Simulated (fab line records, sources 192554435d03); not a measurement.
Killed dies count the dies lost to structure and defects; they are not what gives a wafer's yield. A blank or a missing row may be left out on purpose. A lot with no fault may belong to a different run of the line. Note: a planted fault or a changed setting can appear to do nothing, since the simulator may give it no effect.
Matching of chambers	flow n5 finfet	N5_FIN_CUT_CUT_ETCH_27 on rie diel-02: 4 sister chambers
The step etches SiO2 in CHF3/O2, target depth 4 nm, overetch 2 nm, time 4.9 s. 8 wafers are shown with their chamber, then 8 later ones without.

== EACH WAFER AND ITS CHAMBER ==
wafer	chamber	showerhead plenum p Torr (Torr)	drypump motor current A (A)
L085.2	2	2.52	6.0
L089.2	3	2.34	5.8
L089.3	2	2.51	6.1
L089.5	1	2.47	6.3
L091.1	1	2.47	6.3
L091.3	3	2.34	5.8
L091.6	0	2.38	5.6
L092.1	0	2.38	5.6

== WAFERS WITHOUT THEIR CHAMBER ==
wafer	showerhead plenum p Torr (Torr)	drypump motor current A (A)
L092.2	2.34	5.8
L092.6	2.34	5.8
L094.1	2.34	5.8
L094.2	2.51	6.0
L094.3	2.37	5.6
L095.4	2.51	6.0
L095.5	2.37	5.6
L095.6	2.47	6.3

== WHICH CHAMBER EACH ONE RAN IN ==
wafer	from the rows above	in truth
L092.2	3	3
L092.6	3	3
L094.1	3	3
L094.2	2	2
L094.3	0	0
L095.4	2	2
L095.5	0	0
L095.6	1	1
Placed correctly: 8 of 8. Not placeable from these rows: 0. 0 placed wrongly.
How it was worked out, from the rows above alone: a wafer's distance from a chamber is the root of the sum, over the readings, of the square of ((its reading less the chamber's mean) divided by the reading's scatter). The wafer belongs to the nearest chamber; if the next one is less than 2 further off, it can't be placed. A chamber's mean is the mean of its shown wafers. The scatter: take each reading less its chamber's mean, square it, sum over the shown wafers, divide by the number of wafers less the number of chambers, and take the root.
